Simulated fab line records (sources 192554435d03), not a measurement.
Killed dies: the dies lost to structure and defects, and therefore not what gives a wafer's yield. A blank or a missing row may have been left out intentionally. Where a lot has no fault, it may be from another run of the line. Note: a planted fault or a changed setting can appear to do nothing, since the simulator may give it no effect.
fab line records | flow n5_finfet
[record] lots = 5 wafers = 15 last_day = 21
route steps=1938 shown SD_ACTIVATION@332 ILD0@335 BEOL_M4@1111 PASSIVATION@1936
lots untouched by any fault: they come from a run of this same line in which no faults occurred
start_h: start of the lot's first displayed wafer, in hours after the record's first day | wait_h: how many hours have passed since the lot's step before this one | " as in the row above | L1.1+2: several wafers, shown together as one row | - no value present, or no start provided | * or withheld: withheld | < > ~ a bound
route shown NAME@n: names a module that has steps shown in the file, with the first one's number in the route | usual: the fault-free wafers' mean and standard deviation | same: alike in all rows | chamber/n: place in a boat | sites: the reading at each site | _std_site: standard deviation across them | _edge_site: inner sites' mean taken away from outer sites' mean | radius_mm: for every site, how far away it sits from the centre of the wafer | mask NAME#n: copy n | behind: the last tool/chamber to shape the wafer | hold: why the lot was held/for how many hours/how that ended | device: the n, p or np transistor that did not switch | end of line: the tests these same wafers got at the end of their route | a step with no rows: only its recipe | killed: not the wafer's yield, but the dies lost to structure and defects at the first sort | map: the dies of a wafer, with x for killed, . for not killed, _ for no die there
set.NAME: the setting the step ran with; set.NAME@STEP: the setting that earlier step ran with | model.NAME: the simulator's own value behind a step, which no gauge read
lots at some steps of the route; a table a step, a row a wafer
services: from which hour (start_h, from the record's first day; less than 0 if before it) a tool's chamber was out of use, for how many hours, and why
[[steps]]
[step N5_SD_ACTIVATION_RS_MEAS_03]
[recipe] thk_meas_gauge = four-point-probe
[usual] RS_SD_N = 21.82/0.29 RS_SD_P = 55.9/0.86
// columns lot.wafer tool chamber start_h wait_h RS_SD_N[ohm/sq] RS_SD_P[ohm/sq]
L347.1 film_metro-01 - 62.88 0.2 22.16 55.1
L347.5 " - " " 22.40 55.7
L347.6 " - " " 22.12 54.5
L351.3 film_metro-02 - 89.38 0.2 22.05 55.7
L351.5 " - " " 22.08 57.6
L351.6 " - " " 22.23 56.1
L362.2 film_metro-01 - 148.09 0.2 22.02 55.1
L362.3 " - " " 21.97 55.4
L362.5 " - " " 21.40 54.7
L366.1 film_metro-01 - 170.20 0.2 21.71 55.8
L366.2 " - " " 21.58 56.0
L366.5 " - " " 21.97 56.3
L370.2 film_metro-01 - 196.89 0.2 21.27 56.1
L370.3 " - " " 21.29 57.7
L370.6 " - " " 21.61 55.9
[step N5_SD_ACTIVATION_INSPECT_02]
[recipe] inspect_instrument = darkfield mode = post_anneal
[usual] raw_defect_count = 169/34
// columns lot.wafer tool chamber start_h wait_h raw_defect_count
L347.1 defect_inspect-02 - 63.21 0.2 174
L347.5 " - " " 185
L347.6 " - " " 111
L351.3 defect_inspect-01 - 89.66 0.1 173
L351.5 " - " " 153
L351.6 " - " " 128
L362.2 defect_inspect-02 - 148.39 0.1 204
L362.3 " - " " 158
L362.5 " - " " 154
L366.1 defect_inspect-01 - 170.52 0.2 238
L366.2 " - " " 208
L366.5 " - " " 118
L370.2 defect_inspect-02 - 197.19 0.1 198
L370.3 " - " " 145
L370.6 " - " " 160
[step N5_ILD0_LINER_00]
[recipe] material = SiNx target_thk_a = 40 temp_c = 400 ald_precursor_family = SiH2I2 ald_co_reactant = N2/H2-plasma pulse_time_s = 1 purge_time_s = 2 co_reactant_purge_time_s = 2 ald_cycles = 80 pressure_torr = 2
[usual] heater_power_w = 810/77 precursor_pulse_height_rel = 0.998/0.02
// columns lot.wafer tool chamber start_h wait_h heater_power_w precursor_pulse_height_rel
L347.1 ald_sin-04 3 63.26 0.1 894 1.040
L347.5 " 1 " " 865 1.023
L347.6 " 0 " " 840 1.027
L351.3 ald_sin-04 2 89.69 0.0 760 0.984
L351.5 " 3 " " 868 0.992
L351.6 " 2 " " 771 1.005
L362.2 ald_sin-04 0 148.43 0.0 832 0.990
L362.3 " 2 " " 780 0.981
L362.5 " 2 " " 792 1.027
L366.1 ald_sin-04 1 170.62 0.1 855 0.975
L366.2 " 2 " " 782 1.011
L366.5 " 2 " " 799 0.986
L370.2 ald_sin-04 0 197.55 0.4 850 0.998
L370.3 " 1 " " 885 1.018
L370.6 " 0 " " 849 1.020
[step N5_ILD0_FCVD_FILL_01]
[recipe] material = SiO2_flowable target_thk_a = 2000 temp_c = 100 pressure_torr = 0.8 rf_w = 2000 time_s = 328.3
[step N5_ILD0_CURE_02]
[recipe] temp_c = 450 time_s = 1800 ambient = steam idle_temp_c = 400 ramp_up_c_per_min = 5 ramp_down_c_per_min = 3 densification_p_h2o_torr = 640
[step N5_ILD0_CMP_03]
[recipe] stop_on = SiNx t_overpolish_s = 1.9 post_cmp_clean = alkaline_brush down_force_psi = 4.1491 platen_rpm = 51.796 pad_velocity_m_s = 1.0306 target_thk_nm = 197.38
[usual] motor_current_A = 12.7/1.2 overpolish_run_s = 1.900/0.009 retaining_ring_pressure_frac = 1.000/0.0048 slurry_flow_ml_min = 150.1/0.44 time_to_endpoint_s = 74/6.1
// columns lot.wafer tool chamber start_h wait_h motor_current_A overpolish_run_s retaining_ring_pressure_frac slurry_flow_ml_min time_to_endpoint_s
L347.1 cmp-04 1 65.63 0.0 13.3 1.896 1.007 150.2 74
L347.6 " 1 " " 13.9 1.899 0.992 148.9 76
L347.5 " 2 " " 10.9 1.902 1.004 150.9 79
L351.3 cmp-02 1 92.11 0.1 11.8 1.910 1.011 149.8 72
L351.6 " 0 " " 11.3 1.901 0.996 150.9 75
L351.5 " 1 " " 12.3 1.896 1.004 150.1 74
L362.3 cmp-04 3 150.79 0.0 12.8 1.894 0.996 150.5 82
L362.2 " 2 " " 11.6 1.905 0.990 149.7 85
L362.5 " 0 " " 11.1 1.899 1.000 150.7 73
L366.1 cmp-04 0 172.99 0.0 11.5 1.913 1.000 150.7 76
L366.2 " 3 " " 12.6 1.903 0.992 149.7 80
L366.5 " 1 " " 13.6 1.913 0.998 150.0 79
L370.2 cmp-02 1 199.95 0.1 12.6 1.905 1.009 150.2 74
L370.3 " 2 " " 12.2 1.900 1.006 150.1 69
L370.6 " 1 " " 13.0 1.897 1.005 149.7 74
[step N5_ILD0_THK_MEAS_04]
[usual] thk_nm = 197.6/1.6
// columns lot.wafer tool chamber start_h wait_h thk_nm
L347.1 film_metro-01 - 65.92 - 199.3
L347.5 " - " " 200.3
L347.6 " - " " 199.9
L351.3 film_metro-02 - 92.37 - 198.7
L351.5 " - " " 197.1
L351.6 " - " " 197.4
L362.2 film_metro-02 - 151.09 - 199.4
L362.3 " - " " 200.3
L362.5 " - " " 197.8
L366.1 film_metro-01 - 173.28 - 196.2
L366.2 " - " " 198.4
L366.5 " - " " 197.4
L370.2 film_metro-02 - 200.21 - 197.8
L370.3 " - " " 196.2
L370.6 " - " " 197.9
[step N5_ILD0_CMP_07]
[recipe] stop_on = poly-Si material = SiO2_flowable t_overpolish_s = 1.18 post_cmp_clean = alkaline_brush down_force_psi = 4.1491 platen_rpm = 51.796 pad_velocity_m_s = 1.0306 target_thk_nm = 138.88
[usual] motor_current_A = 12.7/1.2 retaining_ring_pressure_frac = 1.000/0.0047 slurry_flow_ml_min = 150.0/0.45
// columns lot.wafer tool chamber start_h wait_h motor_current_A retaining_ring_pressure_frac slurry_flow_ml_min
L347.1 cmp-01 3 65.95 0.0 14.1 1.003 150.2
L347.6 " 3 " " 14.8 1.007 149.8
L347.5 " 0 " " 12.1 0.995 149.8
L351.3 cmp-01 1 92.40 0.0 11.9 1.002 150.6
L351.5 " 1 " " 12.0 0.998 149.6
L351.6 " 2 " " 14.5 1.002 149.2
L362.3 cmp-01 3 151.19 0.1 13.7 0.997 149.9
L362.2 " 0 " " 11.4 1.007 150.3
L362.5 " 2 " " 13.8 1.004 151.0
L366.1 cmp-01 3 173.31 0.0 14.6 1.003 149.5
L366.2 " 2 " " 14.6 1.007 149.8
L366.5 " 3 " " 14.1 1.004 150.3
L370.3 cmp-02 3 200.27 0.1 14.5 1.007 149.8
L370.2 " 1 " " 12.7 0.999 149.8
L370.6 " 2 " " 12.6 0.992 150.0
[step N5_ILD0_THK_MEAS_08]
[usual] thk_nm = 139.3/1.2
// columns lot.wafer tool chamber start_h wait_h thk_nm
L347.1 film_metro-01 - 66.25 - 138.9
L347.5 " - " " 139.4
L347.6 " - " " 138.3
L351.3 film_metro-01 - 92.69 - 137.3
L351.5 " - " " 138.8
L351.6 " - " " 138.4
L362.2 film_metro-02 - 151.41 - 139.4
L362.3 " - " " 138.0
L362.5 " - " " 139.6
L366.1 film_metro-01 - 173.61 - 138.6
L366.2 " - " " 138.4
L366.5 " - " " 138.2
L370.2 film_metro-01 - 200.53 - 140.0
L370.3 " - " " 138.3
L370.6 " - " " 138.5
[step N5_ILD0_PRECLEAN_10]
[recipe] chemistry = NF3:NH3 afs_cycles = 5 time_s = 20 temp_c = 30 sublimation_temp_c = 180 sublimation_time_s = 60 pressure_torr = 3 rf_power_w = 30
[step N5_ILD0_ALD_15]
[recipe] material = SiNx target_thk_a = 240 temp_c = 400 ald_precursor_family = SiH2I2 ald_co_reactant = N2/H2-plasma pulse_time_s = 1 ald_cycles = 480 purge_time_s = 2 co_reactant_purge_time_s = 2 pressure_torr = 2
[usual] heater_power_w = 779/90 precursor_pulse_height_rel = 1.002/0.019
// columns lot.wafer tool chamber start_h wait_h heater_power_w precursor_pulse_height_rel
L347.1 ald_sin-03 0 66.99 0.6 702 1.010
L347.5 " 1 68.08 1.2 763 0.995
L347.6 " 0 " " 711 1.004
L351.3 ald_sin-03 3 93.41 0.4 706 0.982
L351.5 " 2 94.49 1.2 799 0.992
L351.6 " 3 " " 730 0.971
L362.2 ald_sin-01 0 152.13 0.5 793 1.016
L362.3 " 2 " " 608 1.020
L362.5 " 2 153.22 1.2 613 1.010
L366.1 ald_sin-04 2 174.32 0.6 787 0.994
L366.2 " 3 " " 895 0.956
L366.5 " 3 175.41 1.2 878 0.993
L370.2 ald_sin-01 1 201.91 0.9 873 1.010
L370.3 " 0 " " 783 1.021
L370.6 " 1 202.99 1.1 886 0.969
[step N5_ILD0_CMP_12]
[recipe] stop_on = poly-Si material = SiNx t_overpolish_s = 6 post_cmp_clean = alkaline_brush down_force_psi = 2.5 platen_rpm = 51.8 pad_velocity_m_s = 1.0307 target_thk_nm = 17.67
[usual] motor_current_A = 9.2/0.87 overpolish_run_s = 5.999/0.0089 retaining_ring_pressure_frac = 1.000/0.0056 slurry_flow_ml_min = 150.1/0.45 time_to_endpoint_s = 29/3.2
// columns lot.wafer tool chamber start_h wait_h motor_current_A overpolish_run_s retaining_ring_pressure_frac slurry_flow_ml_min time_to_endpoint_s
L347.1 cmp-01 1 69.23 1.2 8.3 6.009 1.001 149.7 25
L347.6 " 0 " " 8.6 6.005 1.002 149.9 31
L347.5 " 1 " " 8.5 6.002 0.986 150.2 26
L351.3 cmp-02 1 95.61 1.1 9.5 5.984 1.001 150.1 32
L351.5 " 1 " " 8.8 6.000 1.000 149.7 33
L351.6 " 2 " " 9.4 6.005 0.998 150.0 29
L362.3 cmp-01 0 154.41 1.2 9.2 5.982 0.995 150.9 29
L362.2 " 1 " " 8.4 6.000 1.002 150.1 22
L362.5 " 2 " " 10.5 6.001 0.986 150.5 15
L366.1 cmp-04 2 176.53 1.1 8.4 5.995 1.002 149.9 30
L366.2 " 3 " " 9.1 5.994 1.002 150.3 30
L366.5 " 2 " " 8.3 6.003 1.002 149.8 30
L370.2 cmp-04 2 204.15 1.2 8.6 6.009 0.994 150.0 33
L370.3 " 3 " " 9.7 5.998 1.007 150.4 34
L370.6 " 2 " " 8.2 6.013 1.001 150.4 32
[step N5_ILD0_THK_MEAS_13]
[usual] thk_nm = 17.8/1.4
// columns lot.wafer tool chamber start_h wait_h thk_nm
L347.1 film_metro-01 - 69.48 - 15.4
L347.5 " - " " 15.8
L347.6 " - " " 18.5
L351.3 film_metro-02 - 95.90 - 20.2
L351.5 " - " " 19.6
L351.6 " - " " 18.2
L362.2 film_metro-02 - 154.63 - 14.3
L362.3 " - " " 17.4
L362.5 " - " " 14.3
L366.1 film_metro-01 - 176.82 - 19.6
L366.2 " - " " 18.0
L366.5 " - " " 20.0
L370.2 film_metro-02 - 204.41 - 18.2
L370.3 " - " " 20.4
L370.6 " - " " 20.6
[step N5_BEOL_M4_RC_MEAS_101]
[usual] DIBL_N = 36.3/1.9 DIBL_P = 36.6/2.4 IOFF_N = 0.17/0.037 IOFF_P = 0.23/0.04 ION_N = 682/14 ION_P = 468/8.6 SS_N = 71.6/0.67 SS_P = 73.4/0.71 VT_N = 248/3.3 VT_P = -248.9/2.9
// columns lot.wafer tool chamber start_h wait_h DIBL_N[mV/V] DIBL_P[mV/V] IOFF_N[nA/um] IOFF_P[nA/um] ION_N[uA/um] ION_P[uA/um] SS_N[mV/dec] SS_P[mV/dec] VT_N[mV] VT_P[mV]
L351.3 prober-02 0 204.75 0.3 36.3 37.9 0.16 0.22 685 472 70.8 73.6 249 -251.1
L351.5 " 0 " " 36.2 37.1 0.14 0.19 690 464 71.1 72.7 253 -253.1
L351.6 " 0 " " 37.6 39.6 0.18 0.24 679 464 71.3 74.1 248 -250.8
L347.1 prober-01 0 213.53 0.0 35.6 37.3 0.14 0.21 662 459 71.8 72.9 252 -252.3
L347.5 " 0 " " 37.4 40.1 0.18 0.25 669 466 71.7 74.6 251 -250.5
L347.6 " 0 " " 35.8 37.3 0.16 0.21 689 469 71.6 73.3 249 -252.1
L362.2 prober-01 0 310.81 0.2 37.1 38.7 0.18 0.24 674 470 72.1 73.0 249 -248.1
L362.3 " 0 " " 38.8 39.6 0.21 0.25 682 461 72.6 74.0 245 -247.9
L362.5 " 0 " " 37.3 38.3 0.20 0.24 694 467 70.7 73.8 248 -248.0
L366.1 prober-01 0 351.86 0.0 38.4 36.5 0.20 0.27 710 486 72.1 73.9 243 -245.1
L366.2 " 0 " " 34.1 31.7 0.11 0.19 653 459 72.2 73.1 255 -246.3
L366.5 " 0 " " 36.0 34.0 0.15 0.22 692 477 71.7 73.9 249 -246.4
L370.2 prober-02 0 375.66 0.2 36.7 36.5 0.17 0.21 677 464 71.8 73.8 247 -249.0
L370.3 " 0 " " 33.3 31.7 0.11 0.14 653 448 70.8 72.1 254 -253.6
L370.6 " 0 " " 39.6 40.4 0.26 0.29 697 472 71.9 74.7 244 -243.5
[step N5_PASSIVATION_PROBE_49]
[usual] defect_limited_yield = 91.2/1.5 killed_at_M0_to_M3 = 35/12 killed_at_M4_up = 14/5.1 killed_at_contacts = 13/6 killed_at_front_end = 38/12 killed_at_other = 4/3.5 killed_dies = 104/18 killed_open = 68/13 killed_short = 33/8.1 sort_bin_4_leakage = 0.00/0.044 sort_bin_5_function = 5.2/1 sort_bin_6_memory = 3.2/0.69 sort_n_pass = 1076/18 sort_yield_pct = 91.2/1.5
[same] gross_dies = 1180 killed_at_back_side = 0 sort_bin_8_speed[%] = 0
// columns lot.wafer tool chamber start_h wait_h defect_limited_yield[%] killed_at_M0_to_M3 killed_at_M4_up killed_at_contacts killed_at_front_end killed_at_other killed_dies killed_open killed_short sort_bin_4_leakage[%] sort_bin_5_function[%] sort_bin_6_memory[%] sort_n_pass sort_yield_pct[%]
L351.3 prober-01 - 329.45 0.1 92.5 46 8 4 25 5 88 57 31 0 4.6 2.8 1092 92.5
L351.5 prober-01 - 329.55 0.2 92.6 33 10 16 27 1 87 64 23 0 4.4 2.5 1093 92.6
L351.6 prober-01 - 329.60 0.3 93.7 24 14 12 19 5 74 54 20 0 3.6 2.1 1106 93.7
// killed by level:class
L351.3 BEOL_M3:geometric_particle:open=11 BEOL_M0_SAQP:geometric_particle:short=8 BEOL_M1:geometric_particle:open=8 BEOL_M2:geometric_particle:open=8 FIN_SAQP:geometric_particle:short=5 BEOL_M0_SAQP:geometric_particle:open=5 FIN_SAQP:geometric_particle:open=4 STI_FIN_REVEAL:geometric_particle:open=4
L351.5 BEOL_M0_SAQP:geometric_particle:open=15 MOL_CONTACT_COAG:geometric_particle:open=10 BEOL_M3:geometric_particle:open=9 DUMMY_GATE:geometric_particle:open=7 MOL_CONTACT_COAG:geometric_particle:short=6 STI_FIN_REVEAL:geometric_particle:open=5 DUMMY_GATE:geometric_particle:short=3 BEOL_M0_SAQP:geometric_particle:short=3
L351.6 MOL_CONTACT_COAG:geometric_particle:open=10 BEOL_M0_SAQP:geometric_particle:open=6 BEOL_M4:geometric_particle:open=6 FIN_SAQP:geometric_particle:open=4 GATE_CUT:geometric_particle:short=4 BEOL_M2:geometric_particle:open=4 BEOL_M3:geometric_particle:open=4 BEOL_M1:geometric_particle:open=3
[[services]]
// columns tool chamber start_h hours kind
ald_sin-04 2 47.79 4.1 repair
ald_sin-04 - 51.61 6.1 pm
cmp-04 - 51.94 3.2 repair
cmp-02 - 58.84 0.2 repair
ald_sin-03 3 63.97 13.1 repair
cmp-04 - 67.68 4.4 pm
cmp-02 - 73.08 4.0 pm
cmp-02 - 77.08 - consumable_replace:conditioner
cmp-02 - 77.08 - consumable_replace:pad
ald_sin-01 - 85.25 14.0 pm
ald_sin-01 0 85.25 14.0 vent_cycle
cmp-04 - 93.80 2.2 repair
cmp-01 - 100.59 5.8 pm
cmp-01 - 132.35 4.0 pm
cmp-02 - 132.49 10.1 repair
cmp-01 - 136.35 - consumable_replace:conditioner
cmp-01 - 136.35 - consumable_replace:pad
cmp-02 - 154.73 3.8 repair
ald_sin-04 2 161.27 3.6 repair
ald_sin-03 - 166.32 2.8 pm
ald_sin-01 - 168.70 6.1 pm
cmp-02 - 172.14 2.3 repair
ald_sin-03 - 177.15 14.0 pm
ald_sin-04 3 186.24 4.2 repair
[[key]]
[first_sign] step = N5_ILD0_CMP_12 reading = time_to_endpoint_s direction = down sigmas = 4.6 usual = * struck = *
effect none on later readings
met_at N5_ILD0_CMP_12
struck_wafers L362.5
[fault] kind = process_parameter_drift tool = cmp-01 chamber = 2 onset_h = 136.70 steps = N5_ILD0_CMP_12 channel = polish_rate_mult offset = 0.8 shape = step end_h = 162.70
